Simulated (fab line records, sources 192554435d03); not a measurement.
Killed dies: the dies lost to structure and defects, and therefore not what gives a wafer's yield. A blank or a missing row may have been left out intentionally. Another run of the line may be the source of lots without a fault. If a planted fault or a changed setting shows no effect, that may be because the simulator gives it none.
The tool behind it: which one? | flow n5_finfet | Sampling: 24 lots, 72 wafers, 4 of 1938 route steps

== WHAT THE GAUGES SHOWED, per wafer ==
N5_FIN_SAQP_CD_MEAS_16: the cd target is 35.6 nm.
lot  | measured    | on        | cd_nm (nm)
L074 | day 1 23:43 | cd_sem-03 | 35.8 35.6 35.5
L075 | day 2 03:29 | cd_sem-01 | 35.4 35.6 35.6
L076 | day 2 10:19 | cd_sem-03 | 35.3 35.5 36.2
L077 | day 2 15:12 | cd_sem-03 | 36.0 35.6 36.1
L078 | day 2 21:53 | cd_sem-03 | 35.2 35.0 35.6
L079 | day 3 03:44 | cd_sem-03 | 35.4 36.0 35.6
L080 | day 3 10:31 | cd_sem-02 | 36.0 36.1 36.1
L081 | day 3 16:42 | cd_sem-03 | 35.7 36.1 35.0
L082 | day 3 22:27 | cd_sem-02 | 35.5 35.6 35.7
L083 | day 4 03:53 | cd_sem-01 | 35.8 36.5 35.7
L084 | day 4 11:38 | cd_sem-01 | 35.2 35.5 35.7
L085 | day 4 15:27 | cd_sem-03 | 35.1 36.3 35.7
L086 | day 4 22:16 | cd_sem-03 | 35.9 35.5 35.3
L087 | day 5 04:08 | cd_sem-03 | 35.9 35.9 36.0
L088 | day 5 09:13 | cd_sem-01 | 36.1 35.3 35.5
L089 | day 5 16:31 | cd_sem-01 | 35.0 35.5 35.8
L090 | day 5 22:09 | cd_sem-03 | 35.9 35.9 36.1
L091 | day 6 03:34 | cd_sem-02 | 35.9 35.2 35.2
L092 | day 6 10:06 | cd_sem-03 | 35.7 35.4 36.0
L093 | day 6 16:25 | cd_sem-02 | 36.0 36.1 35.4
L094 | day 6 23:02 | cd_sem-01 | 34.9 35.5 35.2
L095 | day 7 04:48 | cd_sem-02 | 35.2 35.4 35.9
L096 | day 7 10:41 | cd_sem-01 | 35.4 35.7 35.4
L097 | day 7 15:26 | cd_sem-02 | 35.8 36.2 35.7

N5_FIN_SAQP_OVL_MEAS_17.
lot  | measured    | on         | FIN_CORE_OVL (nm)
L074 | day 1 23:45 | overlay-02 | 0.7 -0.4 0.6
L075 | day 2 03:31 | overlay-01 | 0.3 0.0 0.1
L076 | day 2 10:21 | overlay-02 | 1.1 1.2 -0.2
L077 | day 2 15:14 | overlay-01 | 0.9 1.8 0.8
L078 | day 2 21:55 | overlay-01 | 1.3 -0.6 0.6
L079 | day 3 03:46 | overlay-02 | -0.8 0.6 0.1
L080 | day 3 10:33 | overlay-01 | -0.7 1.2 -0.7
L081 | day 3 16:44 | overlay-02 | 1.4 0.5 -0.3
L082 | day 3 22:29 | overlay-02 | -0.2 0.3 0.7
L083 | day 4 03:55 | overlay-02 | 1.1 -1.1 -0.7
L084 | day 4 11:40 | overlay-01 | 0.2 1.2 0.1
L085 | day 4 15:29 | overlay-02 | 1.6 0.8 0.8
L086 | day 4 22:18 | overlay-01 | 0.4 1.4 -1.4
L087 | day 5 04:10 | overlay-01 | 2.3 1.3 1.1
L088 | day 5 09:15 | overlay-01 | 0.5 0.0 0.3
L089 | day 5 16:34 | overlay-01 | 0.6 0.3 0.4
L090 | day 5 22:11 | overlay-02 | 1.5 0.6 0.0
L091 | day 6 03:37 | overlay-02 | 2.2 1.6 0.4
L092 | day 6 10:08 | overlay-02 | -1.4 0.3 -0.1
L093 | day 6 16:28 | overlay-01 | 1.0 -0.6 -0.2
L094 | day 6 23:05 | overlay-02 | 2.1 0.5 0.2
L095 | day 7 04:50 | overlay-01 | -0.4 0.3 0.5
L096 | day 7 10:43 | overlay-01 | 0.8 1.1 -0.1
L097 | day 7 15:29 | overlay-01 | 0.8 1.4 1.1

== EACH LOT AND THE TOOL THAT RAN IT (in order: tool; ch and the chambers of the sampled wafers; start) ==
lot  | N5_ZERO_LAYER_ETCH_17             | N5_ZERO_LAYER_STRIP_24
L074 | rie_diel-02 ch 0,2,3, day 1 13:02 | plasma_asher-02 ch 0,1, day 1 13:13
L075 | rie_diel-01 ch 1,2, day 1 18:51   | plasma_asher-01 ch 0,1, day 1 19:01
L076 | rie_diel-02 ch 0,2,3, day 2 00:44 | plasma_asher-02 ch 0,1, day 2 00:55
L077 | rie_diel-01 ch 0,2,3, day 2 06:43 | plasma_asher-01 ch 0,1, day 2 06:53
L078 | rie_diel-05 ch 0,3, day 2 13:00   | plasma_asher-01 ch 0,1, day 2 13:12
L079 | rie_diel-01 ch 0,2, day 2 18:48   | plasma_asher-01 ch 0,1, day 2 18:58
L080 | rie_diel-02 ch 0,1,3, day 3 00:53 | plasma_asher-01 ch 0,1, day 3 01:04
L081 | rie_diel-01 ch 0,1,3, day 3 06:43 | plasma_asher-01 ch 0,1, day 3 06:54
L082 | rie_diel-01 ch 0,1,2, day 3 12:43 | plasma_asher-01 ch 0,1, day 3 12:53
L083 | rie_diel-05 ch 0,3, day 3 18:50   | plasma_asher-01 ch 0,1, day 3 19:01
L084 | rie_diel-02 ch 0,1,2, day 4 00:50 | plasma_asher-01 ch 0,1, day 4 01:02
L085 | rie_diel-05 ch 0,1,2, day 4 06:44 | plasma_asher-01 ch 0,1, day 4 06:55
L086 | rie_diel-01 ch 0,1,2, day 4 12:43 | plasma_asher-01 ch 0,1, day 4 12:54
L087 | rie_diel-02 ch 0,1,3, day 4 18:43 | plasma_asher-02 ch 0,1, day 4 18:53
L088 | rie_diel-01 ch 0,1, day 5 00:43   | plasma_asher-02 ch 0,1, day 5 00:53
L089 | rie_diel-05 ch 0,2,3, day 5 06:44 | plasma_asher-01 ch 0,1, day 5 06:55
L090 | rie_diel-05 ch 0,1,3, day 5 12:50 | plasma_asher-01 ch 0,1, day 5 13:01
L091 | rie_diel-05 ch 0,3, day 5 18:50   | plasma_asher-01 ch 0,1, day 5 19:01
L092 | rie_diel-01 ch 0,3, day 6 01:04   | plasma_asher-02 ch 0, day 6 01:14
L093 | rie_diel-05 ch 0,1,3, day 6 07:01 | plasma_asher-01 ch 0,1, day 6 07:12
L094 | rie_diel-05 ch 0,1,2, day 6 12:50 | plasma_asher-01 ch 0,1, day 6 13:01
L095 | rie_diel-05 ch 0,3, day 6 18:53   | plasma_asher-01 ch 0,1, day 6 19:04
L096 | rie_diel-02 ch 0,2,3, day 7 00:50 | plasma_asher-02 ch 0,1, day 7 01:01
L097 | rie_diel-02 ch 0,2,3, day 7 06:43 | plasma_asher-01 ch 0,1, day 7 06:55
- N5_ZERO_LAYER_ETCH_17: etches SiO2 in CF4, target depth 12 nm, time 13.3 s.
- N5_ZERO_LAYER_STRIP_24: strips in O2.

== AS READ BY THE TOOLS THEMSELVES (means over the sampled wafers that have a number; for cases with no such wafer, the mark the record gives instead) ==
N5_ZERO_LAYER_ETCH_17.
lot  | tool        | drypump_motor_current_A (A) | oes_product_au (a.u.) | rf_vpp_V (V) | showerhead_plenum_p_Torr (Torr) | throttle_valve_pct (%)
L074 | rie_diel-02 | 5.5                         | 0.77                  | 948          | 2.12                            | 15.52
L075 | rie_diel-01 | 6.1                         | 0.73                  | 954          | 2.22                            | 15.81
L076 | rie_diel-02 | 5.5                         | 0.77                  | 948          | 2.12                            | 15.54
L077 | rie_diel-01 | 5.7                         | 0.78                  | 947          | 2.13                            | 15.71
L078 | rie_diel-05 | 5.7                         | 0.79                  | 954          | 2.23                            | 15.60
L079 | rie_diel-01 | 6.1                         | 0.80                  | 948          | 2.12                            | 15.78
L080 | rie_diel-02 | 5.9                         | 0.75                  | 949          | 2.15                            | 15.62
L081 | rie_diel-01 | 5.8                         | 0.84                  | 946          | 2.10                            | 15.60
L082 | rie_diel-01 | 6.2                         | 0.84                  | 950          | 2.16                            | 15.66
L083 | rie_diel-05 | 5.8                         | 0.84                  | 955          | 2.24                            | 15.60
L084 | rie_diel-02 | 5.6                         | 0.76                  | 951          | 2.17                            | 15.57
L085 | rie_diel-05 | 5.7                         | 0.78                  | 951          | 2.18                            | 15.73
L086 | rie_diel-01 | 6.2                         | 0.84                  | 950          | 2.16                            | 15.67
L087 | rie_diel-02 | 5.9                         | 0.74                  | 949          | 2.15                            | 15.64
L088 | rie_diel-01 | 6.2                         | 0.84                  | 946          | 2.11                            | 15.67
L089 | rie_diel-05 | 5.7                         | 0.78                  | 954          | 2.23                            | 15.64
L090 | rie_diel-05 | 5.7                         | 0.78                  | 951          | 2.18                            | 15.75
L091 | rie_diel-05 | 5.8                         | 0.81                  | 954          | 2.24                            | 15.62
L092 | rie_diel-01 | 5.3                         | 0.74                  | 943          | 2.06                            | 15.71
L093 | rie_diel-05 | 5.7                         | 0.77                  | 951          | 2.17                            | 15.77
L094 | rie_diel-05 | 5.7                         | 0.77                  | 950          | 2.17                            | 15.76
L095 | rie_diel-05 | 5.8                         | 0.81                  | 955          | 2.23                            | 15.65
L096 | rie_diel-02 | 5.5                         | 0.74                  | 946          | 2.11                            | 15.62
L097 | rie_diel-02 | 5.5                         | 0.72                  | 946          | 2.10                            | 15.62

N5_ZERO_LAYER_STRIP_24.
lot  | tool            | drypump_motor_current_A (A) | heater_power_w (W) | oes_product_au (a.u.) | strip_time_to_endpoint_s (s)
L074 | plasma_asher-02 | 5.86                        | 293                | 0.647                 | 43.84
L075 | plasma_asher-01 | 5.72                        | 301                | 0.648                 | 44.04
L076 | plasma_asher-02 | 5.76                        | 286                | 0.647                 | 43.73
L077 | plasma_asher-01 | 5.77                        | 304                | 0.648                 | 43.80
L078 | plasma_asher-01 | 5.72                        | 306                | 0.646                 | 43.74
L079 | plasma_asher-01 | 5.76                        | 302                | 0.646                 | 43.95
L080 | plasma_asher-01 | 5.72                        | 307                | 0.645                 | 43.79
L081 | plasma_asher-01 | 5.72                        | 302                | 0.649                 | 43.86
L082 | plasma_asher-01 | 5.77                        | 303                | 0.648                 | 43.76
L083 | plasma_asher-01 | 5.69                        | 303                | 0.651                 | 43.94
L084 | plasma_asher-01 | 5.73                        | 309                | 0.646                 | 43.90
L085 | plasma_asher-01 | 5.75                        | 304                | 0.646                 | 43.78
L086 | plasma_asher-01 | 5.79                        | 310                | 0.651                 | 43.89
L087 | plasma_asher-02 | 5.86                        | 289                | 0.651                 | 43.82
L088 | plasma_asher-02 | 5.85                        | 292                | 0.646                 | 43.93
L089 | plasma_asher-01 | 5.77                        | 303                | 0.646                 | 43.95
L090 | plasma_asher-01 | 5.72                        | 302                | 0.646                 | 43.79
L091 | plasma_asher-01 | 5.76                        | 304                | 0.642                 | 43.84
L092 | plasma_asher-02 | 5.69                        | 273                | 0.645                 | 43.80
L093 | plasma_asher-01 | 5.76                        | 306                | 0.644                 | 43.71
L094 | plasma_asher-01 | 5.73                        | 301                | 0.646                 | 43.73
L095 | plasma_asher-01 | 5.78                        | 310                | 0.642                 | 43.76
L096 | plasma_asher-02 | 5.86                        | 290                | 0.645                 | 43.78
L097 | plasma_asher-01 | 5.77                        | 305                | 0.646                 | 43.71

== THE ANSWER, worked out from the rows above alone ==
Rule: what is usual is taken from the lots themselves. The widest of any qualifying gaps counts: lots, ordered by their means at a reading, are off when they make up no more than a third of the lots, leave a main group of 4 or more, and stand apart from it by 3 or more times the standard deviation of that group's means. A main group whose means are all the same, to the digits that the tables above print for the reading, isn't used. A lot without any number at a reading at which 4 lots or more have one is off too. Where the step has rows for the other lots, those lots are counted as sound. First the gauges in route order, then the tools' own readings, where a lot's mean is used as printed above. The first step at which some lot is off is used, and at that step the reading that is off furthest; a lot without a number counts as furthest.
Nothing can be told from this: no lot is off at any reading shown.

== WHAT WAS PUT IN BY THE SIMULATOR ==
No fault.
